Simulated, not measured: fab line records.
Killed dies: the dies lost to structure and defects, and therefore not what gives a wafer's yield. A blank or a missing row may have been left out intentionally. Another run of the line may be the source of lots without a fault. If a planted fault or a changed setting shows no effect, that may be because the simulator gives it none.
Comparing a struck lot with a sound one / flow n5_finfet / 32 steps out of a route of 1938
Sound: wafers L920.2, L920.5, L920.6. Wafers struck: L925.1, L925.2, L925.5. The cause is given at the end.
Order at every step that has rows: each side's tool, ch and its chambers, its first start. Under that, the readings that differ: sound wafers / struck wafers / difference of the means / sigmas: that difference in standard deviations of wafers without a fault.
alike: a reading whose means differ by less than 2 such deviations, as well as words and numbers matching on both sides. not compared: withheld readings; readings where some wafer has no value; bounds like >300 that might hide an equal value; numbers whose values overlap and for which the record gives no deviation.
The two part at a step that has a row with sigmas, a row that says differs or no value, or rows on one side only. Numbers that have no deviation but don't overlap get no sigmas and don't part them. Lack of a reading on every wafer of one side parts them only where that side has two or more wafers.

first, 8 steps without rows for these wafers: N5_BEOL_M13_DESCUM_33 (chemistry O2, time 7.9 s); N5_BEOL_M13_ETCH_67 (etches SiARC in CF4, target depth 143 nm, time 238.3 s); N5_BEOL_M13_ETCH_68 (etches SOC in N2/H2, time 355 s); N5_BEOL_M13_STRIP_69 (strips in N2/H2); N5_BEOL_M13_TRENCH_ETCH_34 (etches SiOC in C4F8/O2/Ar, target depth 413.47 nm, time 162.6 s); N5_BEOL_M13_STRIP_70 (strips in C4F8/O2/Ar); N5_BEOL_M13_STRIP_37 (strips in N2/H2); N5_BEOL_M13_ETCH_38 (etches SiCN in CF4/N2, target depth 67.5 nm, time 71.9 s).
N5_BEOL_M13_PRECLEAN_39: cleans in residue remover, time 60 s.
  sound on wet_bench-02 ch 0,1,3, day 12 09:48; struck on wet_bench-02 ch 0,1,3, day 15 03:47
then, 22 steps without rows for these wafers: N5_BEOL_M13_SRD_40 (time 30 s, dry time 30 s); N5_BEOL_M13_DEGAS_41 (time 60 s); N5_BEOL_M13_PRE_CLEAN_42 (time 30 s); N5_BEOL_M13_SPUTTER_43 (material TaN, target thk 15 nm, time 24.19 s); N5_BEOL_M13_SPUTTER_44 (material Ta, target thk 10 nm, time 16.13 s); N5_BEOL_M13_SPUTTER_45 (material Cu, target thk 80 nm, time 13.33 s); N5_BEOL_M13_ECD_47 (material Cu, target thk 936 nm); N5_BEOL_M13_ANNEAL_48 (time 90 s); N5_BEOL_M13_CMP_49 (polishes, stops on SiOC, t overpolish 17.1 s, target thk 420 nm); N5_BEOL_M13_PRE_CLEAN_52 (time 15 s); N5_BEOL_M13_DEP_53 (deposits SiCN from 3MS/NH3, target thk 50 nm, time 17.8 s); N5_BEOL_M14_ILD_DEP_00 (deposits SiO2 from TEOS/O2, target thk 1119.3 nm, time 237.4 s); N5_BEOL_M14_COAT_58 (time 60 s, resist thk 89 nm); N5_BEOL_M14_COAT_04 (resist thk 800 nm); N5_BEOL_M14_EBR_06; N5_BEOL_M14_SOFTBAKE_05 (time 60 s); N5_BEOL_M14_EXPOSE_07 (exposes mask V13); N5_BEOL_M14_PEB_08 (peb time 90 s); N5_BEOL_M14_DEVELOP_09 (develop time 45 s); N5_BEOL_M14_HARDBAKE_14 (time 120 s); N5_BEOL_M14_DESCUM_15 (chemistry O2, time 7.9 s); N5_BEOL_M14_ETCH_59 (etches BARC in N2/H2, target depth 89 nm, overetch 26.7 nm, time 67.9 s).
N5_PASSIVATION_PROBE_49:
  sound: prober-01 at day 13 11:50; struck: prober-02 at day 16 10:32
reading=defect_limited_yield (%); sound=89.8 88.6 90.1; struck=79.7 81.7 84.5; difference=-7.5; sigmas=-6
reading=killed_at_M4_up; sound=18 18 7; struck=132 124 103; difference=+105; sigmas=+18
reading=killed_dies; sound=120 135 117; struck=240 216 183; difference=+89; sigmas=+6
reading=killed_on_rim; sound=16 10 10; struck=33 33 29; difference=+20; sigmas=+5
reading=sort_bin_5_function (%); sound=6.3 7.4 5.2; struck=11.9 11.1 7.8; difference=+4.0; sigmas=+4
reading=sort_n_pass; sound=1060 1045 1063; struck=940 964 997; difference=-89; sigmas=-6
reading=sort_yield_pct (%); sound=89.8 88.6 90.1; struck=79.7 81.7 84.5; difference=-7.5; sigmas=-6
  alike: killed_at_M0_to_M3, killed_at_contacts, killed_at_front_end, killed_at_other, killed_open, killed_short, sort_bin_6_memory

WHERE THEY PART
At N5_PASSIVATION_PROBE_49 and nowhere else, as far as this record goes.

WHY: what the simulator had put in
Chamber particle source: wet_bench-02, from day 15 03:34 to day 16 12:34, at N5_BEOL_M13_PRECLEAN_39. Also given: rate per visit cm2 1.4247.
